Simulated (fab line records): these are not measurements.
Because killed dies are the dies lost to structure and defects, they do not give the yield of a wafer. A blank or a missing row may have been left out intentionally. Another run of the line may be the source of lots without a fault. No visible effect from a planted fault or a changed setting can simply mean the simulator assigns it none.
Which tool was responsible?    flow nandHarc    12 lots, 36 wafers sampled, at 6 steps of a route of 1159

== WHAT EACH GAUGE READ, for each wafer ==
NHARC_A_CONTACT_CD_MEAS_08 targets a cd of 100 nm.
lot   measured      on        cdNm (nm)
L749  day 17 09:37  cdSem-01  100.1 100.3 100.5
L748  day 17 12:16  cdSem-02  101.0 101.4 101.6
L745  day 17 13:09  cdSem-03  99.9 99.7 99.1
L750  day 17 15:20  cdSem-02  99.7 99.3 98.9
L752  day 18 09:55  cdSem-01  100.5 100.9 100.7
L753  day 18 22:56  cdSem-03  99.4 98.9 98.7
L756  day 19 15:14  cdSem-02  100.3 100.2 100.4
L755  day 19 16:30  cdSem-02  99.7 100.2 100.4
L759  day 20 09:30  cdSem-03  100.1 100.0 100.4
L758  day 20 15:51  cdSem-03  121.1 120.3 120.8
L763  day 21 13:56  cdSem-02  117.8 117.3 117.0
L767  day 22 05:01  cdSem-02  100.2 99.6 100.1

NHARC_A_CONTACT_OVL_MEAS_09.
lot   measured      on          overlayXNm (nm)  overlayYNm (nm)
L749  day 17 09:42  overlay-02  -1.6 -1.3 -1.5   -0.5 -0.3 -0.7
L748  day 17 12:22  overlay-02  -0.6 -0.4 -0.5   -1.4 -1.1 -1.5
L745  day 17 13:14  overlay-02  1.0 0.5 0.5      -0.1 -0.2 -0.8
L750  day 17 15:25  overlay-01  -1.3 -0.7 -1.1   0.6 0.9 1.1
L752  day 18 10:00  overlay-01  0.4 0.2 -0.3     -2.0 -1.5 -2.3
L753  day 18 23:02  overlay-02  -1.8 -1.5 -1.3   -1.0 -0.8 -0.7
L756  day 19 15:20  overlay-01  0.9 1.4 1.1      -0.9 -0.1 -0.7
L755  day 19 16:35  overlay-02  0.3 0.3 0.4      0.6 0.7 0.8
L759  day 20 09:35  overlay-02  -0.9 -0.1 -0.3   0.8 0.9 1.4
L758  day 20 15:56  overlay-01  0.8 1.3 0.8      -0.2 0.3 0.1
L763  day 21 14:02  overlay-02  -0.2 -0.1 0.2    0.3 1.1 0.2
L767  day 22 05:05  overlay-02  1.0 1.2 1.0      -1.7 -1.2 -0.9

NHARC_END_SORT_01.
lot   measured      on         killedAtArray  killedAtOther  killedAtPeriphery  killedDies  killedOpen  killedShort
L756  day 21 18:31  prober-01  27 31 26       0 0 1          0 2 0              27 33 27    1 3 0       1 0 1

== WHICH TOOL RAN EACH LOT (tool, then ch and the chambers of the sampled wafers, then the start) ==
lot   NHARC_A_CONTACT_ETCH_128            NHARC_A_CONTACT_ETCH_106           NHARC_A_CONTACT_EXPOSE_05
L749  harCapEtch-01 ch 0,1, day 17 04:49  rieDiel-11 ch 1,2, day 17 06:58    arfiScanner-02 ch 0, day 17 09:28
L748  harCapEtch-02 ch 0, day 17 06:59    rieDiel-10 ch 0,2,3, day 17 08:51  arfiScanner-03 ch 0, day 17 12:07
L745  harCapEtch-03 ch 0,1, day 17 08:31  rieDiel-08 ch 0,2, day 17 10:28    arfiScanner-01 ch 0, day 17 13:01
L750  harCapEtch-01 ch 0,1, day 17 10:44  rieDiel-11 ch 1,2, day 17 12:38    arfiScanner-02 ch 0, day 17 15:12
L752  harCapEtch-02 ch 0,1, day 18 05:26  rieDiel-10 ch 0,2,3, day 18 07:18  arfiScanner-03 ch 0, day 18 09:47
L753  harCapEtch-02 ch 0,1, day 18 18:36  rieDiel-10 ch 1,2, day 18 20:22    arfiScanner-03 ch 0, day 18 22:49
L756  harCapEtch-03 ch 0, day 19 10:44    rieDiel-08 ch 0,1,2, day 19 12:33  arfiScanner-03 ch 0, day 19 15:05
L755  harCapEtch-02 ch 0,1, day 19 11:01  rieDiel-11 ch 0,2,3, day 19 12:58  arfiScanner-02 ch 0, day 19 16:22
L759  harCapEtch-01 ch 0,1, day 20 03:36  rieDiel-11 ch 0,2, day 20 05:53    arfiScanner-01 ch 0, day 20 09:22
L758  harCapEtch-01 ch 0,1, day 20 11:14  rieDiel-08 ch 0,2,3, day 20 13:12  arfiScanner-03 ch 0, day 20 15:43
L763  harCapEtch-03 ch 0,1, day 21 09:33  rieDiel-10 ch 0,2,3, day 21 11:17  arfiScanner-03 ch 0, day 21 13:49
L767  harCapEtch-03 ch 0,1, day 22 00:00  rieDiel-08 ch 0,1,2, day 22 02:31  arfiScanner-02 ch 0, day 22 04:52
- NHARC_A_CONTACT_ETCH_128: etches the open film in C4F8/O2/Ar, time 155 s, target depth 956 nm.
- NHARC_A_CONTACT_ETCH_106: etches the open film in CF4/O2, target depth 60 nm, overetch 6 nm, time 33 s.
- NHARC_A_CONTACT_EXPOSE_05: exposes mask A CC.

== WHAT THE TOOLS THEMSELVES READ (means of the sampled wafers that have a number; where no wafer has one, the mark that the record gives instead) ==
NHARC_A_CONTACT_ETCH_106.
lot   tool        drypumpMotorCurrentA (A)  oesProductAu (a.u.)  rfVppV (V)  showerheadPlenumPTorr (Torr)  throttleValvePct (%)
L749  rieDiel-11  6.1                       1.001                197.6       1.32                          13.395
L748  rieDiel-10  5.5                       0.995                197.5       1.34                          13.398
L745  rieDiel-08  5.8                       0.996                196.8       1.27                          13.384
L750  rieDiel-11  6.1                       1.001                197.2       1.33                          13.394
L752  rieDiel-10  5.5                       0.988                197.2       1.34                          13.404
L753  rieDiel-10  5.2                       0.988                197.7       1.33                          13.396
L756  rieDiel-08  6.0                       0.999                197.3       1.32                          13.398
L755  rieDiel-11  6.2                       1.001                198.5       1.37                          13.402
L759  rieDiel-11  6.1                       1.004                199.1       1.40                          13.402
L758  rieDiel-08  5.7                       1.002                195.9       1.29                          13.399
L763  rieDiel-10  5.5                       0.997                196.3       1.34                          13.403
L767  rieDiel-08  6.0                       1.003                197.9       1.32                          13.391

NHARC_A_CONTACT_EXPOSE_05.
lot   tool            exposureDoseMJCm2
L749  arfiScanner-02  84.15
L748  arfiScanner-03  84.24
L745  arfiScanner-01  84.11
L750  arfiScanner-02  84.21
L752  arfiScanner-03  84.18
L753  arfiScanner-03  84.28
L756  arfiScanner-03  84.17
L755  arfiScanner-02  84.18
L759  arfiScanner-01  84.15
L758  arfiScanner-03  110.19
L763  arfiScanner-03  105.02
L767  arfiScanner-02  84.36

== THE ANSWER, worked out from the rows above alone ==
Rule: the usual values come from the lots themselves. The widest of any qualifying gaps counts: lots, ordered by their means at a reading, are off when they make up no more than a third of the lots, leave a main group of 4 or more, and stand apart from it by 3 or more times the standard deviation of that group's means. If all means in a main group match to the digits the tables above print for the reading, that group is not used. Also off: a lot with no number at a reading for which 4 or more lots have one. Where the step has rows for the other lots, those lots are counted as sound. After the gauges, taken in route order, come the tools' own readings; for these a lot's mean is taken, as printed above. The first step at which some lot is off is used, and at that step the reading that is off furthest; a lot without a number counts as furthest.
Off, at NHARC_A_CONTACT_CD_MEAS_08 on cdNm: L758, L763. For the main group the mean is 100.1 nm and the standard deviation 0.64.
A tool fits if, at a process step before that reading, it ran every lot that is off, and no sound lot after the first of them. The gauges at NHARC_A_CONTACT_CD_MEAS_08 aren't tried: what is off there is off at NHARC_A_CONTACT_EXPOSE_05 too, on other tools, and a gauge's error can't cause that. One candidate fits, namely arfiScanner-03 at NHARC_A_CONTACT_EXPOSE_05. Its last sound lot is L756 (day 19 15:05), its first lot that is off L758 (day 20 15:43): a fault that began between those two fits.
On the lots that are off, the tool's own readings at NHARC_A_CONTACT_EXPOSE_05 differ by more than 5 times the standard deviation of the sound lots' means, which bears it out; exposureDoseMJCm2 reads 107.60 there versus 84.20 on the sound lots.

== WHAT HAD BEEN PUT IN BY THE SIMULATOR ==
Drift in process parameters on arfiScanner-03 at NHARC_A_CONTACT_EXPOSE_05, starting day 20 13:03. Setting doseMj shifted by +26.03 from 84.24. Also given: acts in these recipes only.
Lots struck among those shown: L758, L763. Same finding as the rule above.
